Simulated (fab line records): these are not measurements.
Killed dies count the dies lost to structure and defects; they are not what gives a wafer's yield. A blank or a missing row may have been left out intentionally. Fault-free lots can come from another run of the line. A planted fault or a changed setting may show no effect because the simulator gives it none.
Struck lot and sound lot, side by side :: flow nand harc :: 15 steps out of a route of 1159
Sound: wafers L303.4, L303.5, L303.6. The struck wafers were L313.2, L313.3, L313.4. At the end, the cause is stated.
For every step that has rows: the tool of each side, followed by ch and its chambers, followed by its first start. Under that, the readings that differ: sound wafers :: struck wafers :: difference of the means :: sigmas: that difference in standard deviations of wafers without a fault.
alike: a reading whose means differ by less than 2 such deviations, as well as words and numbers matching on both sides. not compared: withheld readings; readings where some wafer has no value; bounds like >300 that might hide an equal value; numbers whose values overlap and for which the record gives no deviation.
The two part at a step that has a row with sigmas, a row that says differs or no value, or rows on one side only. Numbers that don't overlap but have no deviation are shown without sigmas and don't part them. Lack of a reading on every wafer of one side parts them only where that side has two or more wafers.

first, 2 steps without rows for these wafers: NHARC_A_CONTACT_STRIP_104 (strips in CF4/CHF3); NHARC_A_CONTACT_STRIP_105 (strips in O2/COS).
NHARC_A_CONTACT_ETCH_106: etches the open film in CF4/O2, target depth 60 nm, overetch 6 nm, time 33 s.
  sound on rie diel-01 ch 1,2, day 18 02:41; struck on rie diel-01 ch 1,2,3, day 20 08:53
  alike: drypump motor current A, oes product au, rf vpp V, showerhead plenum p Torr, throttle valve pct
  not compared: rf hours counter h
NHARC_A_CONTACT_STRIP_82: strips in O2.
  sound on rie diel-01 ch 0,1; struck on rie diel-01 ch 0,1,3
  alike: drypump motor current A, oes product au, rf vpp V, showerhead plenum p Torr, throttle valve pct
  not compared: rf hours counter h
then, 1 step without rows for these wafers: NHARC_A_CONTACT_STRIP_83 (strips in post etch residue remover, time 600 s).
NHARC_A_CONTACT_DEP_84: deposits aC, target thk 2000 nm.
  sound on acl dep-02 ch 0, day 18 05:16; struck on acl dep-02 ch 0, day 20 10:53
  alike: throttle valve pct
NHARC_A_CONTACT_DEP_85: deposits SiON, target thk 50 nm.
  sound on pecvd-02 ch 0,1,2, day 18 06:00; struck on pecvd-03 ch 0,1, day 20 12:05
  alike: heater power w
then, 5 steps without rows for these wafers: NHARC_A_CONTACT_DEHYDRATE_00 (time 120 s); NHARC_A_CONTACT_HMDS_01 (time 30 s); NHARC_A_CONTACT_COAT_86 (time 75 s); NHARC_A_CONTACT_COAT_87 (time 65 s); NHARC_A_CONTACT_COAT_02 (resist thk 90 nm).
NHARC_A_CONTACT_SOFTBAKE_03: time 55 s.
  sound on litho track-06 ch 0, day 18 06:00; struck on litho track-04 ch 0, day 20 12:00
reading: heater power total W (W)
sound: 188.45 188.45 188.36
struck: 209.09 209.16 209.13
difference: +20.71
sigmas: +99 or more
then, 2 steps without rows for these wafers: NHARC_A_CONTACT_EBR_04; NHARC_END_SORT_01.

## WHERE THEY PART
Only at NHARC_A_CONTACT_SOFTBAKE_03, within this record.

WHY: the cause the simulator had injected
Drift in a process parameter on litho track-04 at NHARC_A_CONTACT_SOFTBAKE_03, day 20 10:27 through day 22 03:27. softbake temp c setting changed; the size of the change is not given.
